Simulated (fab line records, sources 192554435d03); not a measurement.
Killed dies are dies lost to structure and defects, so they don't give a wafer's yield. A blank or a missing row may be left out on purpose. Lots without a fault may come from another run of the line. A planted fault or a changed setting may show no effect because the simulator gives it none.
Which tool did it? | flow n5_finfet | 21 lots, 63 wafers sampled, at 4 steps of a route of 1938

WHAT THE GAUGES READ, wafer by wafer
N5_BEOL_M4_INSPECT_30: inspects for defects (brightfield). Usual: raw_defect_count 468, standard deviation 98.
lot  | measured     | on                | raw_defect_count | flag
L074 | day 7 20:02  | defect_inspect-02 | 635 651 481      |
L075 | day 7 20:14  | defect_inspect-01 | 299 278 352      |
L077 | day 7 23:49  | defect_inspect-02 | 530 525 526      |
L076 | day 8 08:41  | defect_inspect-02 | 397 426 767      |
L078 | day 8 12:40  | defect_inspect-02 | 535 492 354      |
L079 | day 8 19:01  | defect_inspect-02 | 540 478 587      |
L081 | day 9 08:36  | defect_inspect-01 | 425 422 448      |
L082 | day 10 04:05 | defect_inspect-01 | 533 296 366      |
L083 | day 10 07:50 | defect_inspect-02 | 445 643 400      |
L084 | day 10 08:44 | defect_inspect-01 | 449 422 513      |
L085 | day 10 19:14 | defect_inspect-01 | 373 312 353      |
L086 | day 11 00:10 | defect_inspect-01 | 401 622 712      |
L087 | day 11 02:51 | defect_inspect-02 | 618 501 467      |
L088 | day 11 04:01 | defect_inspect-01 | 455 490 441      |
L089 | day 11 11:32 | defect_inspect-01 | 451 462 285      |
L090 | day 11 16:06 | defect_inspect-02 | 538 409 413      |
L092 | day 12 11:18 | defect_inspect-02 | 552 441 719      |
L093 | day 12 12:40 | defect_inspect-01 | 545 477 665      |
L094 | day 12 18:53 | defect_inspect-01 | 418 447 451      |
L096 | day 13 04:49 | defect_inspect-01 | 382 490 484      |
L097 | day 13 17:01 | defect_inspect-01 | 478 422 448      |

WHICH TOOL RAN EACH LOT (tool, then ch and the chambers of the sampled wafers, then the start)
lot  | N5_BEOL_M3_ANNEAL_93         | N5_BEOL_M4_ETCH_63                 | N5_BEOL_M4_STRIP_19
L074 | pvd_sputter-03, day 7 15:59  | rie_diel-02 ch 0,2,3, day 7 19:15  | rie_diel-02 ch 0,1,3, day 7 19:34
L075 | pvd_sputter-02, day 7 16:11  | rie_diel-01 ch 0,3, day 7 19:19    | rie_diel-04 ch 2,3, day 7 19:38
L077 | pvd_sputter-01, day 7 20:18  | rie_diel-01 ch 0,1, day 7 23:02    | rie_diel-02 ch 2,3, day 7 23:20
L076 | pvd_sputter-03, day 8 03:12  | rie_diel-02 ch 0,1,3, day 8 07:44  | rie_diel-01 ch 0,1,3, day 8 08:05
L078 | pvd_sputter-03, day 8 09:22  | rie_diel-01 ch 0,1,2, day 8 11:46  | rie_diel-04 ch 0,1,2, day 8 12:04
L079 | pvd_sputter-02, day 8 14:38  | rie_diel-04 ch 0,1,2, day 8 18:04  | rie_diel-01 ch 0,1,2, day 8 18:25
L081 | pvd_sputter-01, day 9 05:11  | rie_diel-04 ch 1,2, day 9 07:39    | rie_diel-02 ch 1,2,3, day 9 08:07
L082 | pvd_sputter-02, day 9 23:23  | rie_diel-01 ch 0,2, day 10 03:08   | rie_diel-04 ch 1,2,3, day 10 03:28
L083 | pvd_sputter-01, day 10 02:47 | rie_diel-01 ch 1,2,3, day 10 07:02 | rie_diel-04 ch 1,2, day 10 07:22
L084 | pvd_sputter-03, day 10 04:53 | rie_diel-02 ch 0,1,3, day 10 07:47 | rie_diel-04 ch 1,2,3, day 10 08:08
L085 | pvd_sputter-03, day 10 15:34 | rie_diel-01 ch 0,2,3, day 10 18:25 | rie_diel-02 ch 0,1,3, day 10 18:46
L086 | pvd_sputter-01, day 10 19:05 | rie_diel-02 ch 0,1,2, day 10 23:23 | rie_diel-02 ch 0,1,3, day 10 23:42
L087 | pvd_sputter-01, day 10 21:50 | rie_diel-01 ch 0,1,3, day 11 02:04 | rie_diel-02 ch 0,2,3, day 11 02:23
L088 | pvd_sputter-03, day 11 00:01 | rie_diel-01 ch 0,1, day 11 03:11   | rie_diel-01 ch 0,1,2, day 11 03:32
L089 | pvd_sputter-03, day 11 07:47 | rie_diel-02 ch 0,2, day 11 10:37   | rie_diel-04 ch 2,3, day 11 10:56
L090 | pvd_sputter-03, day 11 12:25 | rie_diel-02 ch 0,1, day 11 15:13   | rie_diel-04 ch 1,3, day 11 15:32
L092 | pvd_sputter-01, day 12 05:38 | rie_diel-04 ch 0,2, day 12 10:18   | rie_diel-01 ch 0,3, day 12 10:42
L093 | pvd_sputter-02, day 12 08:56 | rie_diel-02 ch 0,1,3, day 12 11:43 | rie_diel-02 ch 0,1, day 12 12:04
L094 | pvd_sputter-01, day 12 15:14 | rie_diel-04 ch 0,1, day 12 17:41   | rie_diel-04 ch 0,1, day 12 18:17
L096 | pvd_sputter-01, day 13 00:18 | rie_diel-02 ch 0,1,3, day 13 04:01 | rie_diel-04 ch 0,1,3, day 13 04:20
L097 | pvd_sputter-01, day 13 13:07 | rie_diel-04 ch 0,2, day 13 16:13   | rie_diel-02 ch 0,1, day 13 16:32
- N5_BEOL_M3_ANNEAL_93: time 240 s.
- N5_BEOL_M4_ETCH_63: etches SiARC in CF4, target depth 15.6 nm, time 26 s.
- N5_BEOL_M4_STRIP_19: strips in O2.

WHAT THE TOOLS THEMSELVES READ (means of the sampled wafers that have a number; where no wafer has one, the mark that the record gives instead)
N5_BEOL_M3_ANNEAL_93. Usual: heater_power_w 806 W, standard deviation 90.
lot  | tool           | heater_power_w (W) | flag
L074 | pvd_sputter-03 | 759                |
L075 | pvd_sputter-02 | 944                |
L077 | pvd_sputter-01 | 788                |
L076 | pvd_sputter-03 | 756                |
L078 | pvd_sputter-03 | 790                |
L079 | pvd_sputter-02 | 847                |
L081 | pvd_sputter-01 | 765                |
L082 | pvd_sputter-02 | 865                |
L083 | pvd_sputter-01 | 828                |
L084 | pvd_sputter-03 | 738                |
L085 | pvd_sputter-03 | 767                |
L086 | pvd_sputter-01 | 764                |
L087 | pvd_sputter-01 | 755                |
L088 | pvd_sputter-03 | 768                |
L089 | pvd_sputter-03 | 798                |
L090 | pvd_sputter-03 | 768                |
L092 | pvd_sputter-01 | 752                |
L093 | pvd_sputter-02 | 829                |
L094 | pvd_sputter-01 | 770                |
L096 | pvd_sputter-01 | 891                |
L097 | pvd_sputter-01 | 876                |

N5_BEOL_M4_ETCH_63. Usual: drypump_motor_current_A 5.9 A, standard deviation 0.46; etch_rf_on_time_s 26.3 s, standard deviation 0.54; mfc_ar_sccm 100.0 sccm, standard deviation 0.3; oes_product_au 0.65 a.u., standard deviation 0.052; rf_vpp_V 184.0 V, standard deviation 0.98; showerhead_plenum_p_Torr 2.15 Torr, standard deviation 0.055; throttle_valve_pct 15.72 %, standard deviation 0.2.
lot  | tool        | drypump_motor_current_A (A) | etch_rf_on_time_s (s) | mfc_ar_sccm (sccm) | oes_product_au (a.u.) | rf_vpp_V (V) | showerhead_plenum_p_Torr (Torr) | throttle_valve_pct (%) | flag
L074 | rie_diel-02 | 6.0                         | 26.3                  | 100.0              | 0.67                  | 184.1        | 2.19                            | 15.71                  |
L075 | rie_diel-01 | 6.4                         | 26.8                  | 100.2              | 0.61                  | 184.2        | 2.15                            | 15.79                  |
L077 | rie_diel-01 | 6.0                         | 26.1                  | 99.8               | 0.69                  | 184.7        | 2.14                            | 15.63                  |
L076 | rie_diel-02 | 5.7                         | 26.1                  | 100.3              | 0.68                  | 184.0        | 2.16                            | 15.62                  |
L078 | rie_diel-01 | 5.9                         | 26.3                  | 100.2              | 0.67                  | 185.0        | 2.09                            | 15.59                  |
L079 | rie_diel-04 | 5.6                         | 25.6                  | 99.8               | 0.67                  | 183.7        | 2.14                            | 15.55                  |
L081 | rie_diel-04 | 5.9                         | 26.3                  | 100.0              | 0.67                  | 184.0        | 2.15                            | 15.47                  |
L082 | rie_diel-01 | 5.7                         | 27.2                  | 100.3              | 0.63                  | 182.1        | 2.05                            | 15.59                  |
L083 | rie_diel-01 | 6.2                         | 26.9                  | 100.2              | 0.64                  | 184.1        | 2.14                            | 15.80                  |
L084 | rie_diel-02 | 5.8                         | 26.2                  | 100.3              | 0.66                  | 183.1        | 2.15                            | 15.65                  |
L085 | rie_diel-01 | 6.1                         | 27.0                  | 100.0              | 0.61                  | 183.7        | 2.09                            | 15.73                  |
L086 | rie_diel-02 | 6.2                         | 26.1                  | 99.9               | 0.67                  | 183.4        | 2.18                            | 15.80                  |
L087 | rie_diel-01 | 6.3                         | 26.8                  | 100.3              | 0.63                  | 183.9        | 2.13                            | 15.77                  |
L088 | rie_diel-01 | 6.0                         | 26.6                  | 99.7               | 0.64                  | 182.7        | 2.08                            | 15.60                  |
L089 | rie_diel-02 | 6.3                         | 26.4                  | 99.9               | 0.69                  | 184.7        | 2.20                            | 15.74                  |
L090 | rie_diel-02 | 5.9                         | 26.2                  | 100.2              | 0.67                  | 184.5        | 2.15                            | 15.71                  |
L092 | rie_diel-04 | 5.5                         | 26.3                  | 99.8               | 0.61                  | 183.6        | 2.12                            | 15.59                  |
L093 | rie_diel-02 | 5.7                         | 26.2                  | 100.0              | 0.65                  | 183.8        | 2.15                            | 15.69                  |
L094 | rie_diel-04 | 5.4                         | 25.6                  | 99.9               | 0.62                  | 183.9        | 2.12                            | 15.72                  |
L096 | rie_diel-02 | 5.7                         | 26.3                  | 100.1              | 0.64                  | 183.7        | 2.15                            | 15.71                  |
L097 | rie_diel-04 | 5.5                         | 26.4                  | 100.5              | 0.59                  | 183.7        | 2.12                            | 15.62                  |

N5_BEOL_M4_STRIP_19. Usual: drypump_motor_current_A 5.8 A, standard deviation 0.43; oes_product_au 0.78 a.u., standard deviation 0.08; rf_vpp_V 3.7 V, standard deviation 0.47; showerhead_plenum_p_Torr 2.10 Torr, standard deviation 0.048; throttle_valve_pct 16.74 %, standard deviation 0.21.
lot  | tool        | drypump_motor_current_A (A) | oes_product_au (a.u.) | rf_vpp_V (V) | showerhead_plenum_p_Torr (Torr) | throttle_valve_pct (%) | flag
L074 | rie_diel-02 | 5.7                         | 0.80                  | 4.1          | 2.12                            | 16.67                  |
L075 | rie_diel-04 | 5.8                         | 0.76                  | 3.6          | 2.12                            | 16.58                  |
L077 | rie_diel-02 | 5.7                         | 0.73                  | 4.0          | 2.13                            | 16.78                  |
L076 | rie_diel-01 | 6.3                         | 0.77                  | 4.0          | 2.10                            | 16.77                  |
L078 | rie_diel-04 | 5.6                         | 0.78                  | 3.6          | 2.09                            | 16.57                  |
L079 | rie_diel-01 | 5.9                         | 0.79                  | 3.5          | 2.05                            | 16.71                  |
L081 | rie_diel-02 | 5.9                         | 0.74                  | 3.6          | 2.12                            | 16.85                  |
L082 | rie_diel-04 | 5.7                         | 0.85                  | 3.7          | 2.12                            | 16.61                  |
L083 | rie_diel-04 | 5.7                         | 0.79                  | 3.7          | 2.10                            | 16.63                  |
L084 | rie_diel-04 | 5.7                         | 0.85                  | 3.3          | 2.12                            | 16.62                  |
L085 | rie_diel-02 | 5.7                         | 0.78                  | 4.2          | 2.11                            | 16.72                  |
L086 | rie_diel-02 | 5.7                         | 0.77                  | 3.7          | 2.11                            | 16.71                  |
L087 | rie_diel-02 | 6.0                         | 0.76                  | 4.0          | 2.14                            | 16.79                  |
L088 | rie_diel-01 | 5.9                         | 0.76                  | 3.6          | 2.04                            | 16.75                  |
L089 | rie_diel-04 | 5.7                         | 0.88                  | 3.6          | 2.13                            | 16.63                  |
L090 | rie_diel-04 | 5.6                         | 0.89                  | 3.5          | 2.13                            | 16.76                  |
L092 | rie_diel-01 | 6.4                         | 0.91                  | 3.7          | 2.09                            | 16.58                  |
L093 | rie_diel-02 | 6.0                         | 0.77                  | 4.0          | 2.11                            | 16.80                  |
L094 | rie_diel-04 | 5.5                         | 0.74                  | 4.1          | 2.08                            | 16.78                  |
L096 | rie_diel-04 | 5.5                         | 0.78                  | 4.1          | 2.10                            | 16.77                  |
L097 | rie_diel-02 | 5.9                         | 0.76                  | 3.6          | 2.10                            | 16.84                  |

THE ANSWER, worked out from the rows above alone
Rule: a lot is off if the mean of its wafers that have a number lies more than 3 standard deviations from the usual mean. A lot without any number at a reading at which 4 lots or more have one is off too. The other lots that the step has rows for count as sound. The gauges are gone through in route order, then the tools' own readings, and for those a lot's mean is taken as printed above. The first step at which some lot is off is used, and at that step the reading that is off furthest; a lot without a number counts as furthest.
No lot is off at any reading shown: from this, nothing can be told.

WHAT THE SIMULATOR HAD PUT IN
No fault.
